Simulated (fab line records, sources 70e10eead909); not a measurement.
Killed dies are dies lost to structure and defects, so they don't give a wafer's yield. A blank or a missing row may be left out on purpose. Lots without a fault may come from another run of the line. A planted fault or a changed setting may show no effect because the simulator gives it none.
Chamber matching | flow nand_harc | NHARC_P_M0_DESCUM_14 on rie_diel-07: 4 sister chambers
The step chemistry O2, time 3 s. 39 wafers are shown with their chamber, then 12 later ones without.

WAFERS WITH THEIR CHAMBER
wafer  | chamber | showerhead_plenum_p_Torr (Torr) | drypump_motor_current_A (A) | oes_product_au (a.u.)
L076.1 | 3       | 1.84                            | 5.41                        | 0.996
L076.4 | 2       | 1.85                            | 5.65                        | 1.005
L076.5 | 2       | 1.85                            | 5.65                        | 1.007
L078.1 | 1       | 2.03                            | 5.53                        | 0.995
L078.3 | 0       | 1.80                            | 5.85                        | 1.009
L078.4 | 2       | 1.85                            | 5.68                        | 1.012
L080.2 | 0       | 1.80                            | 5.86                        | 0.988
L080.3 | 1       | 2.03                            | 5.53                        | 0.994
L080.6 | 1       | 2.03                            | 5.51                        | 0.989
L081.1 | 3       | 1.83                            | 5.44                        | 0.980
L081.4 | 0       | 1.80                            | 5.87                        | 0.985
L081.6 | 2       | 1.85                            | 5.63                        | 1.008
L082.1 | 3       | 1.83                            | 5.44                        | 0.989
L082.3 | 0       | 1.80                            | 5.88                        | 1.003
L082.4 | 2       | 1.85                            | 5.67                        | 1.017
L083.2 | 2       | 1.85                            | 5.68                        | 1.020
L083.5 | 1       | 2.03                            | 5.54                        | 0.990
L083.6 | 3       | 1.83                            | 5.43                        | 0.989
L084.1 | 0       | 1.80                            | 5.82                        | 1.000
L084.4 | 1       | 2.03                            | 5.52                        | 0.989
L084.6 | 2       | 1.84                            | 5.65                        | 1.002
L086.2 | 1       | 2.02                            | 5.54                        | 0.992
L086.5 | 1       | 2.02                            | 5.53                        | 0.995
L086.6 | 2       | 1.84                            | 5.67                        | 1.015
L087.2 | 1       | 2.02                            | 5.53                        | 0.990
L087.3 | 2       | 1.84                            | 5.67                        | 0.999
L087.6 | 2       | 1.84                            | 5.68                        | 1.007
L089.3 | 3       | 1.83                            | 5.43                        | 0.996
L089.4 | 1       | 2.02                            | 5.54                        | 0.998
L089.6 | 1       | 2.02                            | 5.53                        | 0.996
L088.1 | 2       | 1.84                            | 5.67                        | 1.016
L088.2 | 1       | 2.02                            | 5.54                        | 1.002
L088.4 | 0       | 1.79                            | 5.82                        | 1.003
L090.1 | 0       | 1.79                            | 5.84                        | 0.997
L090.3 | 1       | 2.02                            | 5.52                        | 0.995
L090.5 | 3       | 1.83                            | 5.43                        | 0.994
L091.3 | 0       | 1.79                            | 5.86                        | 1.003
L091.4 | 3       | 1.83                            | 5.44                        | 0.987
L091.6 | 0       | 1.79                            | 5.85                        | 0.996

SIGNATURES (means of the wafers above)
reading                  | chamber 0 | chamber 1 | chamber 2 | chamber 3 | scatter within a chamber
showerhead_plenum_p_Torr | 1.7956    | 2.0242    | 1.8455    | 1.8314    | 0.00499
drypump_motor_current_A  | 5.8500    | 5.5300    | 5.6636    | 5.4314    | 0.0149
oes_product_au           | 0.99822   | 0.99375   | 1.00982   | 0.99014   | 0.00607
Rule: a wafer's distance from a chamber is the root of the sum, over the readings, of the square of ((its reading less the chamber's mean) divided by the reading's scatter). The wafer belongs to the nearest chamber; if the next one is less than 2 further off, it can't be placed. The scatter: the root of (the sum of the squares of (reading less its chamber's mean) over the shown wafers, divided by (wafers less chambers)).

WAFERS WITHOUT THEIR CHAMBER
wafer  | showerhead_plenum_p_Torr (Torr) | drypump_motor_current_A (A) | oes_product_au (a.u.)
L093.4 | 1.84                            | 5.67                        | 1.005
L093.5 | 1.83                            | 5.42                        | 1.013
L093.6 | 1.79                            | 5.86                        | 0.994
L094.2 | 1.84                            | 5.68                        | 1.014
L094.3 | 1.79                            | 5.81                        | 0.998
L094.4 | 1.83                            | 5.43                        | 1.000
L094.1 | 2.02                            | 5.51                        | 1.008
L094.5 | 2.02                            | 5.52                        | 1.006
L094.6 | 1.79                            | 5.86                        | 0.990
L097.2 | 1.79                            | 5.85                        | 0.994
L097.4 | 2.02                            | 5.53                        | 1.003
L097.6 | 1.83                            | 5.41                        | 1.005

WHICH CHAMBER EACH WENT THROUGH
wafer  | from the rows above | in truth
L093.4 | 2                   | 2
L093.5 | 3                   | 3
L093.6 | 0                   | 0
L094.2 | 2                   | 2
L094.3 | 0                   | 0
L094.4 | 3                   | 3
L094.1 | 1                   | 1
L094.5 | 1                   | 1
L094.6 | 0                   | 0
L097.2 | 0                   | 0
L097.4 | 1                   | 1
L097.6 | 3                   | 3
Placed correctly: 12 of 12. Can't be placed from these rows: 0. Placed wrongly: 0.
